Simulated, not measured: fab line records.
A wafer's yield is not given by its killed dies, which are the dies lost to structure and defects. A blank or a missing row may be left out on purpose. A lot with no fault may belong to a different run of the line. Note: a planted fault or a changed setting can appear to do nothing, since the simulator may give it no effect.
fab line records -- flow nand-harc -- part 1 of 2: steps 1 to 30 of 44
[record] lots = 5, wafers = 15, last-day = 31
route steps=1302 shown P_ZERO_WELL@44 P_STI@69
lots untouched by any fault: they come from a run of this same line in which no faults occurred
start-h: the number of hours between the record's first day and the start of the first shown wafer of the lot -- wait-h: hours from the lot's prior step to this one -- " identical to the entry in the row above -- L1.1+2: a single row standing in for several wafers -- - no value, or no start given -- * or withheld: withheld -- < > ~ a bound
route shown NAME@n: names a module that has steps shown in the file, with the first one's number in the route -- usual: mean/standard deviation of fault-free wafers -- same: alike in all rows -- chamber/n: place in a boat -- sites: each site's reading -- _std_site: standard deviation across them -- _edge_site: the outer-site mean with the inner-site mean subtracted -- radius-mm: how far each site lies from the wafer's centre -- mask NAME#n: copy n -- behind: the most recent tool/chamber to have shaped the wafer -- hold: cause of the lot's hold/its duration in hours/its outcome -- device: the n, p or np transistor that did not switch -- end of line: the route-end tests of the same wafers -- a step without rows: its recipe alone -- killed: count of dies lost to structure and defects at first sort (not the wafer's yield) -- map: per-die view of a wafer (x killed, . not killed, _ where there is no die)
set.NAME: the setting that was run; set.NAME@STEP: the one run at that earlier step -- model.NAME: the simulator's own value behind a step, which no gauge read
a table for each step, a row for each wafer; lots at some steps of the route
services: the hour from which a tool's chamber was out of use, counted from the record's first day as start-h (under 0 if before that day), plus the number of hours and why
[[steps]]
[step NHARC_P_ZERO_WELL_CD_MEAS_37]
[recipe] target-cd-nm = 720, landing-energy-ev = 500
[usual] cd-nm = 720.8/1.7
lot.wafer,tool,chamber,start-h,wait-h,cd-nm
L078.2,cd-sem-03,0,64.20,-,721.4
L078.3,cd-sem-03,0,64.20,-,721.6
L078.5,cd-sem-03,0,64.20,-,722.3
L080.1,cd-sem-01,0,83.83,-,722.2
L080.2,cd-sem-01,0,83.83,-,718.4
L080.3,cd-sem-01,0,83.83,-,721.3
L085.1,cd-sem-03,0,134.86,-,721.6
L085.2,cd-sem-03,0,134.86,-,718.0
L085.4,cd-sem-03,0,134.86,-,721.8
L088.4,cd-sem-01,0,164.14,-,721.7
L088.5,cd-sem-01,0,164.14,-,719.3
L088.6,cd-sem-01,0,164.14,-,719.5
L093.3,cd-sem-01,0,213.99,-,722.8
L093.4,cd-sem-01,0,213.99,-,720.8
L093.6,cd-sem-01,0,213.99,-,723.7
[step NHARC_P_ZERO_WELL_HARDBAKE_38]
[recipe] temp-c = 125, time-s = 80
[same] time-s = 80
lot.wafer,tool,chamber,start-h,wait-h
L078.2+3+5,litho-track-02,0,64.28,-
L080.1+2+3,litho-track-02,0,83.91,-
L085.1+2+4,litho-track-07,0,134.94,-
L088.4+5+6,litho-track-07,0,164.22,-
L093.3+4+6,litho-track-05,0,214.07,-
[step NHARC_P_ZERO_WELL_DESCUM_39]
[recipe] time-s = 3, o2-flow-sccm = 200, ar-flow-sccm = 0, bias-power-w = 0, chemistry = O2
[usual] drypump-motor-current-A = 5.92/0.28, mfc-ar-sccm = 0.004/0.0055, oes-product-au = 0.999/0.011, rf-vpp-V = 57.6/0.85, showerhead-plenum-p-Torr = 1.86/0.061, throttle-valve-pct = 11.312/0.0083
[same] time-s = 3
lot.wafer,tool,chamber,start-h,wait-h,drypump-motor-current-A,mfc-ar-sccm,oes-product-au,rf-hours-counter-h,rf-vpp-V,showerhead-plenum-p-Torr,throttle-valve-pct
L078.2,rie-diel-02,3,64.36,-,6.11,0,0.995,7,58.0,1.83,11.318
L078.3,rie-diel-02,0,64.36,-,5.97,0,1.006,5,59.1,1.83,11.307
L078.5,rie-diel-02,3,64.36,-,6.10,0,0.992,-,56.4,1.83,11.307
L080.3,rie-diel-02,1,84.00,-,5.79,0.008,0.999,10,56.2,1.86,11.310
L080.2,rie-diel-02,3,84.00,-,6.09,0,0.995,14,57.4,1.83,11.302
L080.1,rie-diel-02,0,84.00,-,5.89,0,1.006,11,57.3,1.83,11.313
L085.2,rie-diel-02,0,135.54,-,5.95,0,1.002,26,57.7,1.82,11.311
L085.1,rie-diel-02,1,135.54,-,5.81,0.008,0.994,24,58.1,1.86,11.294
L085.4,rie-diel-02,3,135.54,-,6.10,0,0.984,28,57.0,1.82,11.305
L088.4,rie-diel-02,3,164.33,-,6.12,0,0.987,36,56.5,1.82,11.320
L088.6,rie-diel-02,0,164.33,-,5.97,0,0.996,-,57.5,1.82,11.316
L088.5,rie-diel-02,1,164.33,-,5.79,0.008,1.001,-,58.0,1.85,11.308
L093.3,rie-diel-06,3,214.14,-,5.78,0.010,0.987,21,58.1,1.77,11.308
L093.4,rie-diel-06,1,214.14,-,6.04,0.012,1.014,24,56.6,1.99,11.293
L093.6,rie-diel-06,3,214.14,-,5.77,0.010,0.995,-,55.1,1.77,11.305
[step NHARC_P_ZERO_WELL_IMPLANT_40]
[recipe] energy-kev = 300, dose-cm2 = 1e+13, tilt-deg = 7
[usual] end-station-pressure-torr = 5.08e-06/2.5e-07
lot.wafer,tool,chamber,start-h,wait-h,end-station-pressure-torr
L078.2,implanter-02,0,64.54,0.2,5.2e-06
L078.3,implanter-02,0,64.54,0.2,5.21e-06
L078.5,implanter-02,0,64.54,0.2,4.76e-06
L080.1,implanter-02,0,84.14,0.1,4.75e-06
L080.2,implanter-02,0,84.14,0.1,5.18e-06
L080.3,implanter-02,0,84.14,0.1,5.12e-06
L085.1,implanter-02,0,135.68,0.1,4.88e-06
L085.2,implanter-02,0,135.68,0.1,4.88e-06
L085.4,implanter-02,0,135.68,0.1,5.03e-06
L088.4,implanter-02,0,164.53,0.2,4.87e-06
L088.5,implanter-02,0,164.53,0.2,5.08e-06
L088.6,implanter-02,0,164.53,0.2,5.67e-06
L093.3,implanter-02,0,214.35,0.2,5.27e-06
L093.4,implanter-02,0,214.35,0.2,5.42e-06
L093.6,implanter-02,0,214.35,0.2,5.48e-06
[step NHARC_P_ZERO_WELL_IMPLANT_59]
[recipe] energy-kev = 120, dose-cm2 = 5e+12, tilt-deg = 7
[usual] end-station-pressure-torr = 5.07e-06/2.8e-07
lot.wafer,tool,chamber,start-h,wait-h,end-station-pressure-torr
L078.2,implanter-02,0,64.72,0.1,4.83e-06
L078.3,implanter-02,0,64.72,0.1,5.24e-06
L078.5,implanter-02,0,64.72,0.1,5.11e-06
L080.1,implanter-02,0,84.32,0.1,4.63e-06
L080.2,implanter-02,0,84.32,0.1,5.21e-06
L080.3,implanter-02,0,84.32,0.1,4.93e-06
L085.1,implanter-02,0,135.86,0.1,4.66e-06
L085.2,implanter-02,0,135.86,0.1,5.12e-06
L085.4,implanter-02,0,135.86,0.1,4.62e-06
L088.4,implanter-02,0,164.71,0.2,5.1e-06
L088.5,implanter-02,0,164.71,0.2,4.9e-06
L088.6,implanter-02,0,164.71,0.2,5.11e-06
L093.3,implanter-02,0,214.53,0.1,4.78e-06
L093.4,implanter-02,0,214.53,0.1,5.15e-06
L093.6,implanter-02,0,214.53,0.1,5.12e-06
[step NHARC_P_ZERO_WELL_IMPLANT_60]
[recipe] energy-kev = 30, dose-cm2 = 2e+12, tilt-deg = 7
[usual] end-station-pressure-torr = 5.04e-06/2.9e-07
lot.wafer,tool,chamber,start-h,wait-h,end-station-pressure-torr
L078.2,implanter-02,0,64.89,0.1,5.31e-06
L078.3,implanter-02,0,64.89,0.1,4.46e-06
L078.5,implanter-02,0,64.89,0.1,4.99e-06
L080.1,implanter-02,0,84.50,0.2,5.72e-06
L080.2,implanter-02,0,84.50,0.2,5.31e-06
L080.3,implanter-02,0,84.50,0.2,4.9e-06
L085.1,implanter-02,0,136.04,0.2,5.74e-06
L085.2,implanter-02,0,136.04,0.2,5.08e-06
L085.4,implanter-02,0,136.04,0.2,4.91e-06
L088.4,implanter-02,0,164.89,0.1,5.27e-06
L088.5,implanter-02,0,164.89,0.1,4.48e-06
L088.6,implanter-02,0,164.89,0.1,5.06e-06
L093.3,implanter-02,0,214.71,0.2,5.09e-06
L093.4,implanter-02,0,214.71,0.2,5.05e-06
L093.6,implanter-02,0,214.71,0.2,4.56e-06
[step NHARC_P_ZERO_WELL_STRIP_41]
[recipe] time-s = 840, temp-c = 130, chemistry = SPM
[same] time-s = 840
lot.wafer,tool,chamber,start-h,wait-h
L078.2+3+5,wet-bench-05,"6,7,0",65.08,0.2
L080.2+3+1,wet-bench-04,"0,1,4",84.71,0.2
L085.1+2+4,wet-bench-04,"5,7,2",136.26,0.2
L088.4+5+6,wet-bench-04,"0,1,3",165.01,0.1
L093.4+3+6,wet-bench-04,"3,5,6",214.87,0.1
[step NHARC_P_ZERO_WELL_DEHYDRATE_44]
[recipe] temp-c = 150, time-s = 120
[same] time-s = 120
lot.wafer,tool,chamber,start-h,wait-h
L078.2+3+5,litho-track-02,0,65.41,-
L080.1+2+3,litho-track-02,0,85.05,-
L085.1+2+4,litho-track-02,0,136.59,-
L088.4+5+6,litho-track-02,0,165.34,-
L093.3+4+6,litho-track-02,0,215.19,-
[step NHARC_P_ZERO_WELL_HMDS_45]
[recipe] time-s = 30
[same] time-s = 30
lot.wafer,tool,chamber,start-h,wait-h
L078.2+3+5,litho-track-02,0,-,-
L080.1+2+3,litho-track-02,0,-,-
L085.1+2+4,litho-track-02,0,-,-
L088.4+5+6,litho-track-02,0,-,-
L093.3+4+6,litho-track-02,0,-,-
[step NHARC_P_ZERO_WELL_COAT_46]
[recipe] spin-rpm = withheld
lot.wafer,tool,chamber,start-h,wait-h
L078.2+3+5,litho-track-02,0,-,-
L080.1+2+3,litho-track-02,0,-,-
L085.1+2+4,litho-track-02,0,-,-
L088.4+5+6,litho-track-02,0,-,-
L093.3+4+6,litho-track-02,0,-,-
[step NHARC_P_ZERO_WELL_SOFTBAKE_47]
[recipe] temp-c = 122, time-s = 95
[same] time-s = 95
lot.wafer,tool,chamber,start-h,wait-h
L078.2+3+5,litho-track-02,0,-,-
L080.1+2+3,litho-track-02,0,-,-
L085.1+2+4,litho-track-02,0,-,-
L088.4+5+6,litho-track-02,0,-,-
L093.3+4+6,litho-track-02,0,-,-
[step NHARC_P_ZERO_WELL_EBR_48]
lot.wafer,tool,chamber,start-h,wait-h
L078.2+3+5,litho-track-02,0,-,-
L080.1+2+3,litho-track-02,0,-,-
L085.1+2+4,litho-track-02,0,-,-
L088.4+5+6,litho-track-02,0,-,-
L093.3+4+6,litho-track-02,0,-,-
[step NHARC_P_ZERO_WELL_EXPOSE_49]
[recipe] na = 0.6, target-cd-nm = 2000, dose-mj = 22.64, mask-id = P_HVPW
[usual] reticle-temp-C = 23.01/0.1
lot.wafer,tool,chamber,start-h,wait-h,mask,reticle-temp-C
L078.2,krf-scanner-04,0,65.56,-,P_HVPW#0,22.77
L078.3,krf-scanner-04,0,65.56,-,P_HVPW#0,22.79
L078.5,krf-scanner-04,0,65.56,-,P_HVPW#0,22.87
L080.1,krf-scanner-04,0,85.32,-,P_HVPW#0,23.07
L080.2,krf-scanner-04,0,85.32,-,P_HVPW#0,22.94
L080.3,krf-scanner-04,0,85.32,-,P_HVPW#0,23.08
L085.1,krf-scanner-04,0,136.73,-,P_HVPW#0,23.14
L085.2,krf-scanner-04,0,136.73,-,P_HVPW#0,22.95
L085.4,krf-scanner-04,0,136.73,-,P_HVPW#0,23.03
L088.4,krf-scanner-04,0,165.50,-,P_HVPW#0,23.07
L088.5,krf-scanner-04,0,165.50,-,P_HVPW#0,23.11
L088.6,krf-scanner-04,0,165.50,-,P_HVPW#0,23.09
L093.3,krf-scanner-04,0,215.35,-,P_HVPW#0,22.99
L093.4,krf-scanner-04,0,215.35,-,P_HVPW#0,23.11
L093.6,krf-scanner-04,0,215.35,-,P_HVPW#0,22.94
[step NHARC_P_ZERO_WELL_PEB_50]
[recipe] peb-temp-c = 118, peb-time-s = 85
lot.wafer,tool,chamber,start-h,wait-h
L078.2+3+5,litho-track-07,0,65.62,0.1
L080.1+2+3,litho-track-07,0,85.39,0.1
L085.1+2+4,litho-track-07,0,136.80,0.1
L088.4+5+6,litho-track-07,0,165.56,0.0
L093.3+4+6,litho-track-07,0,215.41,0.1
[step NHARC_P_ZERO_WELL_DEVELOP_51]
[recipe] time-s = 70
[same] time-s = 70
lot.wafer,tool,chamber,start-h,wait-h
L078.2+3+5,litho-track-07,0,-,-
L080.1+2+3,litho-track-07,0,-,-
L085.1+2+4,litho-track-07,0,-,-
L088.4+5+6,litho-track-07,0,-,-
L093.3+4+6,litho-track-07,0,-,-
[step NHARC_P_ZERO_WELL_CD_MEAS_52]
[recipe] target-cd-nm = 2000, landing-energy-ev = 500
[usual] cd-nm = 2000.4/1.4
lot.wafer,tool,chamber,start-h,wait-h,cd-nm
L078.2,cd-sem-03,0,65.71,-,1999.7
L078.3,cd-sem-03,0,65.71,-,1999.0
L078.5,cd-sem-03,0,65.71,-,2000.4
L080.1,cd-sem-03,0,85.48,-,2000.5
L080.2,cd-sem-03,0,85.48,-,2001.8
L080.3,cd-sem-03,0,85.48,-,1998.8
L085.1,cd-sem-03,0,136.89,-,2000.8
L085.2,cd-sem-03,0,136.89,-,2000.3
L085.4,cd-sem-03,0,136.89,-,1998.7
L088.4,cd-sem-03,0,165.65,-,2000.8
L088.5,cd-sem-03,0,165.65,-,1999.9
L088.6,cd-sem-03,0,165.65,-,1999.3
L093.3,cd-sem-01,0,215.50,-,1999.7
L093.4,cd-sem-01,0,215.50,-,2001.9
L093.6,cd-sem-01,0,215.50,-,2000.4
[step NHARC_P_ZERO_WELL_HARDBAKE_53]
[recipe] temp-c = 125, time-s = 80
[same] time-s = 80
lot.wafer,tool,chamber,start-h,wait-h
L078.2+3+5,litho-track-02,0,65.79,-
L080.1+2+3,litho-track-05,0,85.56,-
L085.1+2+4,litho-track-05,0,136.97,-
L088.4+5+6,litho-track-02,0,165.73,-
L093.3+4+6,litho-track-05,0,215.58,-
[step NHARC_P_ZERO_WELL_DESCUM_54]
[recipe] time-s = 3, o2-flow-sccm = 200, ar-flow-sccm = 0, bias-power-w = 0, chemistry = O2
[usual] drypump-motor-current-A = 5.89/0.3, mfc-ar-sccm = 0.005/0.0057, oes-product-au = 1.000/0.012, rf-vpp-V = 57.6/0.89, showerhead-plenum-p-Torr = 1.86/0.063, throttle-valve-pct = 11.311/0.0088
[same] time-s = 3
lot.wafer,tool,chamber,start-h,wait-h,drypump-motor-current-A,mfc-ar-sccm,oes-product-au,rf-hours-counter-h,rf-vpp-V,showerhead-plenum-p-Torr,throttle-valve-pct
L078.2,rie-diel-04,3,65.87,-,6.10,0.004,1.007,16,57.2,1.81,11.314
L078.3,rie-diel-04,1,65.87,-,5.93,0,1.018,18,58.9,1.87,11.315
L078.5,rie-diel-04,0,65.87,-,5.67,0.002,1.009,-,56.7,1.83,11.327
L080.3,rie-diel-06,3,85.64,-,5.78,0.010,0.991,43,57.2,1.78,11.309
L080.2,rie-diel-06,1,85.64,-,6.04,0.012,1.013,46,58.2,2.00,11.314
L080.1,rie-diel-06,2,85.64,-,6.20,0,0.999,46,56.4,1.87,11.323
L085.1,rie-diel-02,2,137.05,-,6.08,0,1.023,27,58.5,1.95,11.310
L085.2,rie-diel-02,3,137.05,-,6.10,0,0.989,29,56.2,1.82,11.321
L085.4,rie-diel-02,0,137.05,-,5.88,0,1.020,27,56.4,1.82,11.306
L088.4,rie-diel-06,1,165.83,-,6.03,0.012,1.019,9,57.7,1.99,11.323
L088.5,rie-diel-06,3,165.83,-,5.78,0.010,0.999,-,56.0,1.78,11.292
L088.6,rie-diel-06,0,165.83,-,5.16,0.016,0.994,-,57.1,1.94,11.316
L093.3,rie-diel-04,2,215.68,-,6.12,0,0.992,9,56.4,1.84,11.312
L093.4,rie-diel-04,3,215.68,-,6.12,0.004,0.989,8,57.3,1.80,11.310
L093.6,rie-diel-04,0,215.68,-,5.63,0.002,0.983,-,58.1,1.82,11.318
[step NHARC_P_ZERO_WELL_IMPLANT_55]
[recipe] energy-kev = 180, dose-cm2 = 8e+11, tilt-deg = 7
[usual] end-station-pressure-torr = 5.05e-06/2.6e-07
lot.wafer,tool,chamber,start-h,wait-h,end-station-pressure-torr
L078.2,implanter-01,0,66.05,0.2,5.05e-06
L078.3,implanter-01,0,66.05,0.2,4.95e-06
L078.5,implanter-01,0,66.05,0.2,4.84e-06
L080.1,implanter-01,0,85.79,0.1,5.37e-06
L080.2,implanter-01,0,85.79,0.1,5.27e-06
L080.3,implanter-01,0,85.79,0.1,4.94e-06
L085.1,implanter-01,0,137.20,0.1,5.18e-06
L085.2,implanter-01,0,137.20,0.1,5.07e-06
L085.4,implanter-01,0,137.20,0.1,4.91e-06
L088.4,implanter-01,0,166.04,0.2,4.92e-06
L088.5,implanter-01,0,166.04,0.2,4.78e-06
L088.6,implanter-01,0,166.04,0.2,5.49e-06
L093.3,implanter-01,0,215.86,0.2,5.46e-06
L093.4,implanter-01,0,215.86,0.2,4.7e-06
L093.6,implanter-01,0,215.86,0.2,5.18e-06
[step NHARC_P_ZERO_WELL_IMPLANT_61]
[recipe] energy-kev = 30, dose-cm2 = 5e+11, tilt-deg = 7
[usual] end-station-pressure-torr = 5.02e-06/2.5e-07
lot.wafer,tool,chamber,start-h,wait-h,end-station-pressure-torr
L078.2,implanter-01,0,66.23,0.2,5e-06
L078.3,implanter-01,0,66.23,0.2,5.13e-06
L078.5,implanter-01,0,66.23,0.2,4.64e-06
L080.1,implanter-01,0,85.97,0.1,4.64e-06
L080.2,implanter-01,0,85.97,0.1,4.69e-06
L080.3,implanter-01,0,85.97,0.1,5.13e-06
L085.1,implanter-01,0,137.38,0.2,4.96e-06
L085.2,implanter-01,0,137.38,0.2,5.62e-06
L085.4,implanter-01,0,137.38,0.2,5.22e-06
L088.4,implanter-01,0,166.22,0.2,4.49e-06
L088.5,implanter-01,0,166.22,0.2,4.78e-06
L088.6,implanter-01,0,166.22,0.2,5.31e-06
L093.3,implanter-01,0,216.04,0.1,4.74e-06
L093.4,implanter-01,0,216.04,0.1,4.91e-06
L093.6,implanter-01,0,216.04,0.1,5.38e-06
[step NHARC_P_ZERO_WELL_STRIP_56]
[recipe] time-s = 840, temp-c = 130, chemistry = SPM
[same] time-s = 840
lot.wafer,tool,chamber,start-h,wait-h
L078.3+5+2,wet-bench-03,"7,0,3",66.42,0.1
L080.1+3+2,wet-bench-03,"0,1,3",86.19,0.2
L085.4+1+2,wet-bench-03,"3,4,5",137.59,0.1
L088.6+4+5,wet-bench-04,"1,2,4",166.35,0.0
L093.6+3+4,wet-bench-05,"2,4,6",216.20,0.0
[step NHARC_P_ZERO_WELL_PRECLEAN_68]
[recipe] time-s = 60, temp-c = 50, bath-age-min = 0, chemistry = SC1
[same] bath-age-min = 0, time-s = 60
lot.wafer,tool,chamber,start-h,wait-h
L078.3+5+2,wet-bench-03,"7,0,3",-,-
L080.1+3+2,wet-bench-03,"0,1,3",-,-
L085.4+1+2,wet-bench-03,"3,4,5",-,-
L088.6+4+5,wet-bench-04,"1,2,4",-,-
L093.6+3+4,wet-bench-05,"2,4,6",-,-
[step NHARC_P_ZERO_WELL_SRD_69]
lot.wafer,tool,chamber,start-h,wait-h
L078.3+5+2,wet-bench-03,"7,0,3",-,-
L080.1+3+2,wet-bench-03,"0,1,3",-,-
L085.4+1+2,wet-bench-03,"3,4,5",-,-
L088.6+4+5,wet-bench-04,"1,2,4",-,-
L093.6+3+4,wet-bench-05,"2,4,6",-,-
[step NHARC_P_ZERO_WELL_RTA_42]
[recipe] temp-c = 1100, time-s = 300
[usual] lamp-power-pct = 37.0/0.48, lamp_zone_7_pct = 37.4/0.47, wafer_temp_C_max = 1108.0/2.6
[same] time-s = 300
lot.wafer,tool,chamber,start-h,wait-h,lamp-power-pct,lamp_zone_7_pct,wafer_temp_C_max
L078.2,rtp-anneal-01,0,67.22,-,36.8,37.0,1110.3
L078.3,rtp-anneal-01,0,67.22,-,36.8,37.1,1109.1
L078.5,rtp-anneal-01,0,67.22,-,36.8,37.1,1110.3
L080.1,rtp-anneal-01,0,86.61,-,36.8,37.0,1110.2
L080.2,rtp-anneal-01,0,86.61,-,36.8,37.1,1110.8
L080.3,rtp-anneal-01,0,86.61,-,36.7,37.1,1109.1
L085.1,rtp-anneal-02,0,138.03,-,37.7,38.1,1105.5
L085.2,rtp-anneal-02,0,138.03,-,37.8,38.1,1103.9
L085.4,rtp-anneal-02,0,138.03,-,37.8,38.1,1103.8
L088.4,rtp-anneal-01,0,167.11,-,36.7,37.1,1107.9
L088.5,rtp-anneal-01,0,167.11,-,36.7,37.1,1110.6
L088.6,rtp-anneal-01,0,167.11,-,36.8,37.1,1108.2
L093.3,rtp-anneal-01,0,216.84,-,36.7,37.1,1106.7
L093.4,rtp-anneal-01,0,216.84,-,36.7,37.1,1110.7
L093.6,rtp-anneal-01,0,216.84,-,36.7,37.1,1110.2
[step NHARC_P_ZERO_WELL_INSPECT_43]
[usual] raw-defect-count = 15/7.5
lot.wafer,tool,chamber,start-h,wait-h,raw-defect-count
L078.2,defect-inspect-02,-,67.79,0.5,18
L078.3,defect-inspect-02,-,67.79,0.5,20
L078.5,defect-inspect-02,-,67.79,0.5,8
L080.1,defect-inspect-01,-,87.29,0.6,8
L080.2,defect-inspect-01,-,87.29,0.6,8
L080.3,defect-inspect-01,-,87.29,0.6,12
L085.1,defect-inspect-02,-,138.71,0.6,14
L085.2,defect-inspect-02,-,138.71,0.6,12
L085.4,defect-inspect-02,-,138.71,0.6,7
L088.4,defect-inspect-02,-,167.46,0.2,12
L088.5,defect-inspect-02,-,167.46,0.2,15
L088.6,defect-inspect-02,-,167.46,0.2,14
L093.3,defect-inspect-01,-,217.30,0.4,13
L093.4,defect-inspect-01,-,217.30,0.4,20
L093.6,defect-inspect-01,-,217.30,0.4,12
[step NHARC_P_STI_ETCH_26]
[recipe] target-depth-a = 110, chemistry = dHF, material = SiO2
lot.wafer,tool,chamber,start-h,wait-h
L078.5+3+2,wet-bench-09,"1,2,5",67.84,0.0
L080.2+1+3,wet-bench-07,"3,4,6",87.36,0.1
L085.1+2+4,wet-bench-09,"4,6,7",138.77,0.1
L088.4+5+6,wet-bench-06,"7,1,2",167.54,0.1
L093.6+4+3,wet-bench-07,"7,0,3",217.35,0.0
[step NHARC_P_STI_PRECLEAN_27]
[recipe] time-s = *, temp-c = 50, bath-age-min = 0, chemistry = SC1
[same] bath-age-min = 0, time-s = *
lot.wafer,tool,chamber,start-h,wait-h
L078.5+3+2,wet-bench-09,"1,2,5",67.91,0.1
L080.2+1+3,wet-bench-07,"3,4,6",87.41,0.0
L085.1+2+4,wet-bench-09,"4,6,7",138.83,0.0
L088.4+5+6,wet-bench-06,"7,1,2",167.59,0.0
L093.6+4+3,wet-bench-07,"7,0,3",217.42,0.1
[step NHARC_P_STI_SRD_28]
lot.wafer,tool,chamber,start-h,wait-h
L078.5+3+2,wet-bench-09,"1,2,5",-,-
L080.2+1+3,wet-bench-07,"3,4,6",-,-
L085.1+2+4,wet-bench-09,"4,6,7",-,-
L088.4+5+6,wet-bench-06,"7,1,2",-,-
L093.6+4+3,wet-bench-07,"7,0,3",-,-
[step NHARC_P_STI_OXIDE_29]
[recipe] target-thk-a = 100, temp-c = 900, ox-time-s = 1362, material = SiO2
[usual] ox-temp-c = 899.9/0.47, spike-tc-top-C = 910.4/1.7
lot.wafer,tool,chamber,start-h,wait-h,ox-temp-c,spike-tc-top-C
L078.2,furnace-02,0,69.23,-,899.2,908.7
L078.3,furnace-02,0,69.23,-,900.1,909.5
L078.5,furnace-02,0,69.23,-,900.0,911.3
L080.1,furnace-03,0,91.74,-,900.4,907.6
L080.2,furnace-03,0,91.74,-,900.1,911.1
L080.3,furnace-03,0,91.74,-,900.3,910.5
L085.1,furnace-02,0,146.14,-,899.5,912.3
L085.2,furnace-02,0,146.14,-,899.4,911.7
L085.4,furnace-02,0,146.14,-,899.9,909.6
L088.4,furnace-05,0,172.13,-,900.5,912.8
L088.5,furnace-05,0,172.13,-,899.8,914.4
L088.6,furnace-05,0,172.13,-,900.2,913.8
L093.3,furnace-03,0,222.29,-,900.5,909.0
L093.4,furnace-03,0,222.29,-,899.8,908.1
L093.6,furnace-03,0,222.29,-,899.9,906.1
[step NHARC_P_STI_HM_DEP_30]
[recipe] target-thk-a = 800, temp-c = 790, pressure-mtorr = 300, time-s = 873, material = Si3N4
[usual] pressure-mtorr = 300.0/0.68, spike-tc-top-C = 801.3/2.8
[same] time-s = 873
lot.wafer,tool,chamber,start-h,wait-h,pressure-mtorr,spike-tc-top-C
L078.2,lpcvd-01,0,76.32,3.5,300.0,799.8
L078.3,lpcvd-01,0,76.32,3.5,300.4,798.4
L078.5,lpcvd-01,0,76.32,3.5,300.4,800.3
L080.1,lpcvd-02,0,98.85,3.5,300.1,803.5
L080.2,lpcvd-02,0,98.85,3.5,300.5,803.6
L080.3,lpcvd-02,0,98.85,3.5,299.4,802.4
L085.1,lpcvd-02,0,154.11,4.3,300.7,803.8
L085.2,lpcvd-02,0,154.11,4.3,300.7,803.4
L085.4,lpcvd-02,0,154.11,4.3,301.1,803.1
L088.4,lpcvd-02,0,179.34,3.5,300.7,805.8
L088.5,lpcvd-02,0,179.34,3.5,299.4,802.2
L088.6,lpcvd-02,0,179.34,3.5,298.5,804.0
L093.3,lpcvd-01,0,229.41,3.5,299.6,796.8
L093.4,lpcvd-01,0,229.41,3.5,300.1,799.9
L093.6,lpcvd-01,0,229.41,3.5,300.2,798.3
